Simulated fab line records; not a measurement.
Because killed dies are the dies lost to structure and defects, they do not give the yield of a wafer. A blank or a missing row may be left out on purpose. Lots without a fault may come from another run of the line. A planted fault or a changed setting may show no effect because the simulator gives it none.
Which tool did it?    flow n5 finfet    13 lots with 31 wafers sampled at 5 steps, on a route of 1938 steps

## WHAT EACH GAUGE READ, for each wafer
N5_MIM_BOT_LITHO_CD_MEAS_08: target cd 3000 nm.
lot   measured      on         cd nm (nm)
L984  day 11 04:26  cd sem-03  2999.1 3001.1
L983  day 11 12:48  cd sem-03  2999.3 3000.7
L986  day 12 04:18  cd sem-01  2999.0 3002.4 3001.9
L985  day 12 06:28  cd sem-03  3001.5 3001.6
L988  day 12 10:35  cd sem-01  2998.7 3000.0 3001.2
L987  day 12 17:22  cd sem-02  3004.9 2999.6 2999.6
L990  day 13 04:08  cd sem-02  3002.7 3004.3 3005.4
L991  day 13 10:04  cd sem-01  3001.7 3003.5 3001.4
L993  day 14 05:22  cd sem-03  3000.2 2998.7
L998  day 15 20:49  cd sem-01  3052.9 3000.6
L103  day 16 10:53  cd sem-02  3052.5 2998.5
L104  day 17 02:14  cd sem-03  3003.8 3003.4
L105  day 17 08:17  cd sem-03  3001.3 3002.6

N5_MIM_BOT_LITHO_OVL_MEAS_11.
lot   measured      on          MIM_BOT_OVL (nm)
L984  day 11 04:28  overlay-01  1 5
L983  day 11 12:50  overlay-01  -1 1
L986  day 12 04:20  overlay-01  -9 0 -2
L985  day 12 06:29  overlay-02  2 2
L988  day 12 10:37  overlay-01  1 -3 -3
L987  day 12 17:24  overlay-02  2 5 5
L990  day 13 04:09  overlay-01  -5 -6 0
L991  day 13 10:07  overlay-02  -5 -3 -4
L993  day 14 05:23  overlay-01  0 -1
L998  day 15 20:50  overlay-01  -7 -7
L103  day 16 10:54  overlay-01  -5 -2
L104  day 17 02:15  overlay-02  5 7
L105  day 17 08:19  overlay-02  4 0

## WHICH TOOL RAN EACH LOT (tool, then ch and the chambers of the sampled wafers, then the start)
lot   N5_BEOL_M15_SPUTTER_45        N5_BEOL_M15_CMP_49             N5_MIM_BOT_LITHO_EXPOSE_05
L984  pvd sputter-03, day 10 23:42  cmp-04 ch 1,2, day 11 00:28    krf scanner-01 ch 0, day 11 04:16
L983  pvd sputter-02, day 11 06:15  cmp-04 ch 2,3, day 11 06:54    krf scanner-02 ch 0, day 11 12:37
L986  pvd sputter-03, day 11 21:47  cmp-04 ch 1,2,3, day 11 23:10  krf scanner-02 ch 0, day 12 04:08
L985  pvd sputter-03, day 12 00:38  cmp-04 ch 1, day 12 01:34      krf scanner-02 ch 0, day 12 06:17
L988  pvd sputter-03, day 12 03:54  cmp-02 ch 0,1,2, day 12 05:05  krf scanner-01 ch 0, day 12 10:25
L987  pvd sputter-02, day 12 10:30  cmp-02 ch 1,2,3, day 12 11:30  krf scanner-01 ch 0, day 12 17:12
L990  pvd sputter-01, day 12 22:28  cmp-04 ch 0,3, day 12 23:09    krf scanner-02 ch 0, day 13 03:57
L991  pvd sputter-03, day 13 04:54  cmp-04 ch 0,2,3, day 13 05:40  krf scanner-01 ch 0, day 13 09:53
L993  pvd sputter-01, day 14 00:21  cmp-01 ch 2,3, day 14 01:14    krf scanner-01 ch 0, day 14 05:12
L998  pvd sputter-02, day 15 15:32  cmp-01 ch 0,3, day 15 16:20    krf scanner-01 ch 0, day 15 20:38
L103  pvd sputter-02, day 16 05:19  cmp-01 ch 1,3, day 16 06:06    krf scanner-01 ch 0, day 16 10:43
L104  pvd sputter-01, day 16 19:49  cmp-04 ch 0,3, day 16 20:35    krf scanner-02 ch 0, day 17 02:04
L105  pvd sputter-03, day 17 00:55  cmp-01 ch 1,2, day 17 01:58    krf scanner-02 ch 0, day 17 08:08
- N5_BEOL_M15_SPUTTER_45: material Cu, target thk 100 nm, time 16.67 s.
- N5_BEOL_M15_CMP_49: polishes, stops on SiO2, t overpolish 4.9 s, target thk 850 nm.
- N5_MIM_BOT_LITHO_EXPOSE_05: exposes mask MIM BOT.

## WHAT THE TOOLS THEMSELVES READ (means of the sampled wafers that have a number; where no wafer has one, the mark that the record gives instead)
N5_BEOL_M15_SPUTTER_45.
lot   tool            bias v (V)  susceptor temp C (C)  throttle valve pct (%)
L984  pvd sputter-03  59.5        -20.09                29.7
L983  pvd sputter-02  60.0        -20.06                30.1
L986  pvd sputter-03  59.9        -19.99                29.5
L985  pvd sputter-03  59.3        -20.02                30.4
L988  pvd sputter-03  60.0        -19.91                30.6
L987  pvd sputter-02  60.6        -20.07                30.0
L990  pvd sputter-01  59.8        -19.95                29.5
L991  pvd sputter-03  59.8        -20.01                30.3
L993  pvd sputter-01  60.3        -20.05                29.2
L998  pvd sputter-02  60.9        -20.16                29.8
L103  pvd sputter-02  60.0        -19.91                30.6
L104  pvd sputter-01  60.0        -19.92                29.7
L105  pvd sputter-03  59.8        -19.99                30.4

N5_BEOL_M15_CMP_49.
lot   tool    barrier field endpoint s (s)  motor current A (A)  overpolish run s (s)  slurry filter dp kPa (kPa)
L984  cmp-04  11.8                          8.5                  4.905                 13.63
L983  cmp-04  12.1                          8.1                  4.902                 13.35
L986  cmp-04  11.7                          8.3                  4.897                 13.47
L985  cmp-04  11.8                          8.4                  4.894                 13.29
L988  cmp-02  11.4                          7.5                  4.905                 13.38
L987  cmp-02  11.5                          7.8                  4.899                 13.40
L990  cmp-04  11.1                          8.3                  4.903                 13.58
L991  cmp-04  11.7                          8.3                  4.900                 13.39
L993  cmp-01  11.8                          7.7                  4.896                 13.59
L998  cmp-01  11.6                          8.6                  4.900                 13.61
L103  cmp-01  11.3                          9.7                  4.891                 13.34
L104  cmp-04  11.6                          8.2                  4.902                 13.61
L105  cmp-01  11.4                          8.3                  4.899                 13.57

## THE ANSWER, worked out from the rows above alone
Rule: the lots themselves supply what counts as usual. Put in order of their means at a reading, lots are off if they are a third of the lots or fewer, leave a main group of 4 or more, and stand apart from it by a gap of 3 or more times the standard deviation of the main group's means; of several such gaps the widest counts. Not used: any main group whose means are identical at the precision the tables above print for the reading. Also off: a lot with no number at a reading for which 4 or more lots have one. The other lots that the step has rows for count as sound. After the gauges, taken in route order, come the tools' own readings; for these a lot's mean is taken, as printed above. The first step at which some lot is off is used, and at that step the reading that is off furthest; a lot without a number counts as furthest.
Off: L998, L103, at N5_MIM_BOT_LITHO_CD_MEAS_08 (cd nm). The main group has a mean of 3001.4 nm with a standard deviation of 1.4.
If a tool, at a process step before that reading, ran all the lots that are off and no sound lot after the first of them, it fits. The gauges at N5_MIM_BOT_LITHO_CD_MEAS_08 are tried like those tools. Undecided on this evidence; 2 tools fit (pvd sputter-02 at N5_BEOL_M15_SPUTTER_45, krf scanner-01 at N5_MIM_BOT_LITHO_EXPOSE_05).

## WHAT WAS PUT IN BY THE SIMULATOR
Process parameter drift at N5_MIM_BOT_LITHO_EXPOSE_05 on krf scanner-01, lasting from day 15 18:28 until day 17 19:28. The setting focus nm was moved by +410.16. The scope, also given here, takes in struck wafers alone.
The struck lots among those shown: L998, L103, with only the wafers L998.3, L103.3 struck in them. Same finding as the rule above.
